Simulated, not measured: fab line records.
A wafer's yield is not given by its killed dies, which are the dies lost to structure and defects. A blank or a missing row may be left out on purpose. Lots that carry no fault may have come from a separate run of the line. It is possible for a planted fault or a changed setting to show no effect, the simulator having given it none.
fab line records + flow n5Finfet
[record]
- lots = 5
- wafers = 15
- lastDay = 17
route steps=1938 shown WELL_APT@46 PMOS_HMC_CHANNEL_EPI@57 BEOL_M4@1111 PASSIVATION@1936
lots that met no fault: taken from a fault-free run of the same line
startH: hours from the record's opening day to when the first of the lot's shown wafers began + waitH: hours elapsed since this lot's preceding step + " repeats the value in the row above + L1.1+2: several wafers, shown together as one row + - value missing, or start not given + * or withheld: withheld + < > ~ a bound
route shown NAME@n: a module of which the file shows steps, and the number in the route of the first + usual: mean and standard deviation over wafers with no fault + same: alike in all rows + chamber/n: place in a boat + sites: per-site readings + _std_site: standard deviation across them + _edge_site: outer sites' mean less inner sites' + radiusMm: for every site, how far away it sits from the centre of the wafer + mask NAME#n: copy n + behind: the most recent tool/chamber to have shaped the wafer + hold: why the lot was held/for how many hours/how that ended + device: the n, p or np transistor that did not switch + end of line: the same wafers' tests at the end of the route + for a step that has no rows: nothing shown but its recipe + killed: at the first sort, the dies lost to defects and structure; wafer yield is something else + map: a wafer's dies, marking killed ones x, the rest . and places with no die _
set.NAME: the setting the step ran with; set.NAME@STEP: the setting that earlier step ran with + model.NAME: the simulator's own value behind a step, which no gauge read
lots at some steps of the route; a table a step, a row a wafer
services: from which hour (startH, from the record's first day; less than 0 if before it) a tool's chamber was out of use, for how many hours, and why
[[steps]]
[step N5_WELL_APT_DESCUM_30]
[recipe]
- chemistry = O2
- timeS = 7.9
- sourcePowerW = 50
- biasPowerW = 20
- pressureMtorr = 20
- rfFrequencyHz = 2.712e+07
- tempC = 40
- o2FlowSccm = 225
[step N5_WELL_APT_IMPLANT_31]
[recipe]
- species = B
- energyKev = 60
- doseCm2 = 1.5e+13
- tiltDeg = 0
- rotationDeg = 0
[step N5_WELL_APT_IMPLANT_32]
[recipe]
- species = BF2
- energyKev = 50
- doseCm2 = 2e+13
- tiltDeg = 0
- rotationDeg = 0
[step N5_WELL_APT_STRIP_33]
[recipe]
- chemistry = SPM
- timeS = 900
- tempC = 130
- h2so4H2o2VolRatio = 4
- dry = ipaMarangoni
[step N5_WELL_APT_RTA_34]
[recipe]
- tempC = 1000
- timeS = 10
- ambient = N2
- idleTempC = 600
- rampUpCPerS = 150
- rampDownCPerS = 60
- coolToC = 600
[step N5_WELL_APT_OXIDE_STRIP_42]
[recipe]
- chemistry = dHF
- dilution = 25:1
- timeS = 45
- tempC = 25
- target = SiO2
- targetDepthA = 120
[step N5_WELL_APT_PRECLEAN_36]
[recipe]
- chemistry = O3/DIW
- timeS = 45
- tempC = 22
- o3Ppm = 10
[step N5_WELL_APT_PRECLEAN_39]
[recipe]
- chemistry = dHF
- timeS = 60
- dilution = 150:1
- tempC = 25
[step N5_WELL_APT_SRD_37]
[recipe]
- dry = ipaMarangoni
- doPpb = 5
- timeS = 30
- tempC = 23
- rinseLiquid = diw
[step N5_WELL_APT_EPI_41]
[recipe]
- material = Si
- targetThkA = 500
- tempC = 650
- precursor = SiH4/H2
- pressureTorr = 20
- timeS = 297.7
[step N5_PMOS_HMC_CHANNEL_EPI_HM_DEP_34]
[recipe]
- material = SiO2
- targetThkA = 360
- tempC = 400
- precursor = TEOS/O2
- pressureTorr = 6.5
- rfW = 900
- teosFlowSccm = 161.4
- gas = O2
- flowSccm = 2650
- timeS = 6.9
[usual]
- heaterPowerW = 650/120
- showerheadPlenumPTorr = 8.34/0.039
- throttleValvePct = 18.3/1.1
| lot.wafer | tool     | chamber | startH | waitH | heaterPowerW | showerheadPlenumPTorr | throttleValvePct |
|-----------|----------|---------|--------|-------|--------------|-----------------------|------------------|
| L950.2    | pecvd-02 | 1       | 58.58  | 0.0   | 701          | 8.32                  | 17.2             |
| L950.4    | "        | 0       | "      | "     | 839          | 8.28                  | 19.3             |
| L950.5    | "        | 2       | "      | "     | 686          | 8.33                  | 17.5             |
| L951.2    | pecvd-02 | 1       | 64.92  | 0.0   | 627          | 8.33                  | 17.1             |
| L951.3    | "        | 2       | "      | "     | 828          | 8.33                  | 17.1             |
| L951.5    | "        | 1       | "      | "     | 636          | 8.33                  | 17.1             |
| L953.1    | pecvd-02 | 2       | 76.71  | 0.0   | 795          | 8.32                  | 17.4             |
| L953.3    | "        | 1       | "      | "     | 669          | 8.32                  | 17.3             |
| L953.4    | "        | 1       | "      | "     | 677          | 8.32                  | 17.2             |
| L954.1    | pecvd-02 | 0       | 82.96  | 0.0   | 795          | 8.28                  | 19.5             |
| L954.2    | "        | 2       | "      | "     | 834          | 8.34                  | 17.0             |
| L954.5    | "        | 0       | "      | "     | 811          | 8.28                  | 19.7             |
| L966.1    | pecvd-03 | 1       | 155.17 | 0.0   | 503          | 8.30                  | 17.7             |
| L966.2    | "        | 2       | "      | "     | 672          | 8.39                  | 17.6             |
| L966.3    | "        | 0       | "      | "     | 697          | 8.40                  | 19.4             |
[step N5_PMOS_HMC_CHANNEL_EPI_COAT_31]
[recipe]
- resist = BARC
- tempC = 205
- timeS = 60
- spinRpm = 1500
- resistThkNm = 66
[step N5_PMOS_HMC_CHANNEL_EPI_COAT_03]
[recipe]
- resist = CAR-ArF-block
- spinRpm = 1500
- resistThkNm = 205
[step N5_PMOS_HMC_CHANNEL_EPI_EBR_05]
[recipe]
- solvent = PGMEA
- ebrWidthMm = 1.5
[step N5_PMOS_HMC_CHANNEL_EPI_SOFTBAKE_04]
[recipe]
- tempC = 110
- timeS = 60
- resist = CAR-ArF-block
[step N5_PMOS_HMC_CHANNEL_EPI_EXPOSE_06]
[recipe]
- maskId = PMOS_HMC_BLK
- na = 1.35
- sourceShape = conventional
- sigmaOuter = 0.8
- polarization = unpolarized
- targetCdNm = 240
- doseMj = 41
[step N5_PMOS_HMC_CHANNEL_EPI_PEB_07]
[recipe]
- pebTempC = 110
- pebTimeS = 60
- resist = CAR-ArF-block
[step N5_PMOS_HMC_CHANNEL_EPI_DEVELOP_08]
[recipe]
- developTimeS = 30
- developer = TMAH
- resist = CAR-ArF-block
- devTempC = 23
- rinseLiquid = diw
- dry = airSpin
[step N5_PMOS_HMC_CHANNEL_EPI_INSPECT_11]
[recipe]
- mode = adi
- inspectInstrument = macro
[usual]
- rawDefectCount = 2.2/1.5
| lot.wafer | tool             | chamber | startH | waitH | rawDefectCount |
|-----------|------------------|---------|--------|-------|----------------|
| L950.2    | defectInspect-02 | -       | 59.04  | 0.0   | 0              |
| L950.4    | "                | -       | "      | "     | 1              |
| L950.5    | "                | -       | "      | "     | 4              |
| L951.2    | defectInspect-01 | -       | 65.38  | 0.0   | >300           |
| L951.3    | "                | -       | "      | "     | >300           |
| L951.5    | "                | -       | "      | "     | >300           |
| L953.1    | defectInspect-01 | -       | 77.16  | 0.0   | >300           |
| L953.3    | "                | -       | "      | "     | >300           |
| L953.4    | "                | -       | "      | "     | >300           |
| L954.1    | defectInspect-01 | -       | 83.42  | 0.0   | >300           |
| L954.2    | "                | -       | "      | "     | >300           |
| L954.5    | "                | -       | "      | "     | >300           |
| L966.1    | defectInspect-01 | -       | 155.63 | 0.0   | 1              |
| L966.2    | "                | -       | "      | "     | 1              |
| L966.3    | "                | -       | "      | "     | 1              |
[step N5_PMOS_HMC_CHANNEL_EPI_DESCUM_14]
[recipe]
- chemistry = O2
- timeS = 7.9
- sourcePowerW = 50
- biasPowerW = 20
- pressureMtorr = 20
- rfFrequencyHz = 2.712e+07
- tempC = 40
- resist = CAR-ArF-block
- o2FlowSccm = 225
[step N5_BEOL_M4_RC_MEAS_101]
[usual]
- DIBL_N = 36.3/1.4
- DIBL_P = 35.7/1.5
- IOFF_N = 0.155/0.022
- IOFF_P = 0.204/0.027
- ION_N = 671/9
- ION_P = 459/6.2
- SS_N = 71.5/0.54
- SS_P = 73.1/0.56
- VT_N = 250.2/2.6
- VT_P = -251/3.3
| lot.wafer | tool      | chamber | startH | waitH | DIBL_N[mV/V] | DIBL_P[mV/V] | IOFF_N[nA/um] | IOFF_P[nA/um] | ION_N[uA/um] | ION_P[uA/um] | SS_N[mV/dec] | SS_P[mV/dec] | VT_N[mV] | VT_P[mV] |
|-----------|-----------|---------|--------|-------|--------------|--------------|---------------|---------------|--------------|--------------|--------------|--------------|----------|----------|
| L950.2    | prober-01 | 0       | 212.76 | 0.2   | 36.3         | 35.8         | 0.143         | 0.179         | 663          | 445          | 70.8         | 73.0         | 253.2    | -255     |
| L950.4    | "         | 0       | "      | "     | 36.3         | 35.8         | 0.139         | 0.180         | 659          | 448          | 71.3         | 73.4         | 254.3    | -257     |
| L950.5    | "         | 0       | "      | "     | 35.6         | 35.0         | 0.131         | 0.168         | 648          | 443          | 71.2         | 72.4         | 254.9    | -257     |
| L951.2    | prober-02 | 0       | 227.01 | 0.2   | 34.1         | 34.7         | 0.141         | 0.209         | 677          | 469          | 71.1         | 73.3         | 250.9    | -249     |
| L951.3    | "         | 0       | "      | "     | 34.7         | 35.2         | 0.147         | 0.224         | 672          | 464          | 72.2         | 73.5         | 250.2    | -251     |
| L951.5    | "         | 0       | "      | "     | 34.5         | 34.8         | 0.141         | 0.210         | 679          | 464          | 70.9         | 73.1         | 249.0    | -247     |
| L953.1    | prober-01 | 0       | 238.10 | 0.0   | 38.1         | 39.4         | 0.200         | 0.238         | 681          | 463          | 72.1         | 73.5         | 247.1    | -251     |
| L953.3    | "         | 0       | "      | "     | 35.9         | 35.0         | 0.148         | 0.175         | 666          | 448          | 71.5         | 72.6         | 254.7    | -254     |
| L953.4    | "         | 0       | "      | "     | 37.3         | 37.0         | 0.174         | 0.206         | 681          | 462          | 71.2         | 73.8         | 247.6    | -251     |
| L954.1    | prober-01 | 0       | 240.02 | 0.0   | 36.2         | 35.9         | 0.154         | 0.186         | 687          | 469          | 72.3         | 73.5         | 252.0    | -255     |
| L954.2    | "         | 0       | "      | "     | 37.0         | 37.1         | 0.170         | 0.207         | 688          | 461          | 71.7         | 73.7         | 252.4    | -252     |
| L954.5    | "         | 0       | "      | "     | 36.7         | 36.6         | 0.157         | 0.198         | 679          | 463          | 72.0         | 72.9         | 248.4    | -253     |
| L966.1    | prober-01 | 0       | 307.18 | 0.0   | 36.2         | 35.0         | 0.150         | 0.181         | 667          | 449          | 71.7         | 72.0         | 252.0    | -255     |
| L966.2    | "         | 0       | "      | "     | 36.1         | 34.8         | 0.150         | 0.182         | 665          | 453          | 71.3         | 72.3         | 251.1    | -255     |
| L966.3    | "         | 0       | "      | "     | 35.6         | 35.9         | 0.145         | 0.186         | 670          | 461          | 71.3         | 72.7         | 251.7    | -253     |
[step N5_PASSIVATION_PROBE_49]
[usual]
- defectLimitedYield = 91.0/1.5
- killed_at_M0_to_M3 = 36/12
- killed_at_M4_up = 14/5.5
- killedAtContacts = 11/4.8
- killedAtFrontEnd = 42/12
- killedAtOther = 3.7/2.7
- killedDies = 106/18
- killedOpen = 70/13
- killedShort = 35/8.2
- sort_bin_5_function = 5.3/1
- sort_bin_6_memory = 3.3/0.69
- sortNPass = 1074/18
- sortYieldPct = 91.0/1.5
[same]
- grossDies = 1180
- killedAtBackSide = 0
- sort_bin_4_leakage[%] = 0
- sort_bin_8_speed[%] = 0
| lot.wafer | tool      | chamber | startH | waitH | defectLimitedYield[%] | killed_at_M0_to_M3 | killed_at_M4_up | killedAtContacts | killedAtFrontEnd | killedAtOther | killedDies | killedOpen | killedShort | sort_bin_5_function[%] | sort_bin_6_memory[%] | sortNPass | sortYieldPct[%] |
|-----------|-----------|---------|--------|-------|-----------------------|--------------------|-----------------|------------------|------------------|---------------|------------|------------|-------------|------------------------|----------------------|-----------|-----------------|
| L951.2    | prober-02 | -       | 326.56 | 0.1   | 81.5                  | 21                 | 12              | 8                | 176              | 1             | 218        | 48         | 32          | 11.9                   | 3.2                  | 962       | 81.5            |
| L951.3    | prober-02 | -       | 326.61 | 0.1   | 80.7                  | 38                 | 10              | 13               | 164              | 3             | 228        | 63         | 31          | 11.9                   | 4.6                  | 952       | 80.7            |
| L951.5    | prober-02 | -       | 326.71 | 0.2   | 80.7                  | 42                 | 6               | 11               | 166              | 3             | 228        | 68         | 21          | 11.8                   | 4.0                  | 952       | 80.7            |
| L953.1    | prober-01 | -       | 339.81 | 0.0   | 82.2                  | 27                 | 9               | 3                | 166              | 5             | 210        | 41         | 31          | 10.9                   | 3.7                  | 970       | 82.2            |
| L953.3    | prober-01 | -       | 339.91 | 0.1   | 82.6                  | 29                 | 7               | 8                | 159              | 2             | 205        | 40         | 27          | 10.9                   | 3.1                  | 975       | 82.6            |
| L953.4    | prober-01 | -       | 339.96 | 0.2   | 78.7                  | 67                 | 7               | 11               | 162              | 4             | 251        | 68         | 46          | 12.9                   | 4.8                  | 929       | 78.7            |
| L954.1    | prober-02 | -       | 348.11 | 0.4   | 82.5                  | 17                 | 9               | 15               | 158              | 7             | 206        | 57         | 26          | 10.3                   | 3.6                  | 974       | 82.5            |
| L954.2    | prober-02 | -       | 348.16 | 0.5   | 81.4                  | 21                 | 20              | 4                | 170              | 4             | 219        | 58         | 21          | 11.8                   | 4.3                  | 961       | 81.4            |
| L954.5    | prober-02 | -       | 348.31 | 0.6   | 82.8                  | 23                 | 14              | 4                | 162              | 0             | 203        | 47         | 22          | 12.1                   | 2.1                  | 977       | 82.8            |
// killed by level:class
L951.2 PMOS_HMC_CHANNEL_EPI:unspecified=138 BEOL_M0_SAQP:geometricParticle:short=9 STI_FIN_REVEAL:geometricParticle:open=8 MOL_CONTACT_COAG:geometricParticle:open=7 STARTING-WAFER:geometricParticle:short=6 FIN_SAQP:geometricParticle:open=5 BEOL_M4:geometricParticle:open=5 BEOL_M0_SAQP:geometricParticle:open=5
L951.3 PMOS_HMC_CHANNEL_EPI:unspecified=133 BEOL_M0_SAQP:geometricParticle:open=12 MOL_CONTACT_COAG:geometricParticle:open=11 BEOL_M0_SAQP:geometricParticle:short=9 FIN_SAQP:geometricParticle:short=7 BEOL_M1:geometricParticle:open=7 STARTING-WAFER:geometricParticle:open=6 FIN_SAQP:geometricParticle:open=4
L951.5 PMOS_HMC_CHANNEL_EPI:unspecified=138 BEOL_M0_SAQP:geometricParticle:open=11 BEOL_M1:geometricParticle:open=11 BEOL_M3:geometricParticle:open=10 MOL_CONTACT_COAG:geometricParticle:open=9 FIN_SAQP:geometricParticle:open=5 FIN_SAQP:geometricParticle:short=4 DUMMY_GATE:geometricParticle:open=4
L953.1 PMOS_HMC_CHANNEL_EPI:unspecified=136 BEOL_M0_SAQP:geometricParticle:short=6 BEOL_M0_SAQP:geometricParticle:open=6 FIN_SAQP:geometricParticle:short=5 DUMMY_GATE:geometricParticle:open=5 BEOL_M2:geometricParticle:open=5 STARTING-WAFER:geometricParticle:short=5 ILD0:geometricParticle:short=4
L953.3 PMOS_HMC_CHANNEL_EPI:unspecified=138 BEOL_M0_SAQP:geometricParticle:short=11 BEOL_M0_SAQP:geometricParticle:open=9 MOL_CONTACT_COAG:geometricParticle:open=7 DUMMY_GATE:geometricParticle:open=4 FIN_CUT:geometricParticle:open=3 FIN_SAQP:geometricParticle:short=2 DUMMY_GATE:geometricParticle:short=2
L953.4 PMOS_HMC_CHANNEL_EPI:unspecified=137 BEOL_M0_SAQP:geometricParticle:short=17 BEOL_M2:geometricParticle:open=17 BEOL_M0_SAQP:geometricParticle:open=13 BEOL_M3:geometricParticle:open=9 MOL_CONTACT_COAG:geometricParticle:open=8 FIN_SAQP:geometricParticle:open=6 GATE_CUT:geometricParticle:short=6
L954.1 PMOS_HMC_CHANNEL_EPI:unspecified=123 MOL_CONTACT_COAG:geometricParticle:open=13 STI_FIN_REVEAL:geometricParticle:open=8 GATE_CUT:geometricParticle:short=8 BEOL_M0_SAQP:geometricParticle:open=6 BEOL_M1:geometricParticle:open=4 DUMMY_GATE:geometricParticle:open=3 GATE_CUT:geometricParticle:open=3
L954.2 PMOS_HMC_CHANNEL_EPI:unspecified=140 BEOL_M4:geometricParticle:open=15 STI_FIN_REVEAL:geometricParticle:open=9 FIN_SAQP:geometricParticle:open=7 BEOL_M0_SAQP:geometricParticle:open=7 BEOL_M1:geometricParticle:open=6 BEOL_M0_SAQP:geometricParticle:short=5 FIN_SAQP:geometricParticle:short=4
L954.5 PMOS_HMC_CHANNEL_EPI:unspecified=133 STI_FIN_REVEAL:geometricParticle:open=9 BEOL_M0_SAQP:geometricParticle:short=7 BEOL_M4:geometricParticle:open=7 FIN_SAQP:geometricParticle:open=6 BEOL_M1:geometricParticle:open=5 STARTING-WAFER:geometricParticle:short=4 MOL_CONTACT_COAG:geometricParticle:open=3
// map L951.3 (x killed, . not)
_________________.......x....________________
______________............x....._____________
___________.........x...xx.........__________
__________x........x................_________
________......x..........x............_______
_______.............................xx.______
______.....x.....x.........x............_____
_____....x..............................x____
____....x...........x.......x..x...x......___
___......xx.......................x..x.....__
___......x.........x..........x...x........__
__x.................x.x....................._
__...xx.x..................................._
_...........x..........x.....................
_.........................x..................
_.........x........x..x.......x............x.
_....................x...x.......x...........
_....x..x....x.x.x.x...x..x..............x..x
_.x....x.......xxx.xx.xx...x..........x.x....
_.....x.....xx.xxxxxxx..x..................x.
_...........xxxxxxxxxxxxx.x......x...........
__....x..x..xxxxxxxxxxxx...................._
__.........xxxxxxxxxxxxx.x....x............x_
___x.......xxxxxxxxxxxxxx.............x....__
___........xxxxxxxxxxxx.x.......x..........__
____.x...xxxxxxxxxxxxxxxx............x....___
_____........xxxxxxxxxxx.x..x............____
______x...x.xxxxxxx.xxx.xx....x...x....._____
_______...x....xxxxx.xx...x...x.......x______
________..x..x.xx.x.x.x.x............._______
__________......x.......xx.........._________
___________......x......x..........__________
______________.................._____________
_________________x..x........________________
// map L953.4 (x killed, . not)
_________________..x...x.....________________
______________.....x............_____________
___________................x.......__________
__________...x..............x......._________
________x................x.x......x.xx_______
_______........x..........x..x.....x.x.______
______......x............x.............._____
_____.................xx..............x..____
____....x......x..........xx......x.x.....___
___...................x.....x......x.......__
___..........xx.....x...x..x.....x.........__
__......x........x..x..x..............x....._
__....x.x..x......x....xx.................x._
_............x....x.....x...............x....
_......................x...x....x..xx........
_........................x............x...xx.
_..x.....................................x...
_.x..............x.......xx.x.....x..........
_x.......x..x......x....................xx..x
_.x...x.............xx...xx..........x.......
_..............x....xxxxxxx.xx.x.............
__.........x.....xxxxxxxxxxxxx.........x...x_
__.........x.......xxxxxxxxxxxx.x..........._
___.............x..xxxxxxxxxxxx.x......x.xx__
___.........x..x...xxxxxxxxxxxxx........xx.__
____......x....x...xxxxxxxxxxxxxxx.xx.....___
_____...xx....x...xxxxxxxxxxxxxxxx.x...xx____
______.x...x..x....xxxxxxxxxx.x........._____
_______...........x.xxxxxxxxx..x.......______
________......x.....xxxxxxxx.x........_______
__________..........xx.xxx.x.x....x._________
___________.............xx..x.x....__________
______________...x...x...xx....._____________
_________________............________________
[[services]]
| tool     | chamber | startH | hours | kind          |
|----------|---------|--------|-------|---------------|
| pecvd-03 | 2       | 73.52  | 21.2  | repair        |
| pecvd-02 | 1       | 83.41  | 2.1   | scheduledDown |
| pecvd-02 | 0       | 91.04  | 3.6   | repair        |
| pecvd-03 | -       | 114.44 | 4.8   | repair        |
| pecvd-03 | -       | 123.28 | 1.4   | repair        |
| pecvd-02 | 2       | 147.23 | 2.1   | scheduledDown |
[[key]]
[firstSign]
- step = N5_PMOS_HMC_CHANNEL_EPI_INSPECT_11
- reading = rawDefectCount
- direction = up
- sigmas = 99+
- usual = 2.2
- struck = >300
[effect]
- step = N5_PASSIVATION_PROBE_49
- reading = killedAtFrontEnd
- direction = up
- sigmas = 10
- usual = 42
- struck = 165
[moreKillsBornAt]
- N5_PMOS_HMC_CHANNEL_EPI_HM_DEP_34@pecvd-02 = 1216
metAt N5_PMOS_HMC_CHANNEL_EPI_HM_DEP_34
struckWafers L951.2,L951.3,L951.5,L953.1,L953.3,L953.4,L954.1,L954.2,L954.5
onsetBetween 58.58 64.92
[fault]
- kind = chamberParticleSource
- tool = pecvd-02
- chamber = -
- onsetH = 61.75
- steps = N5_PMOS_HMC_CHANNEL_EPI_HM_DEP_34
- ratePerVisitCm2 = 1.1477
- endH = 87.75
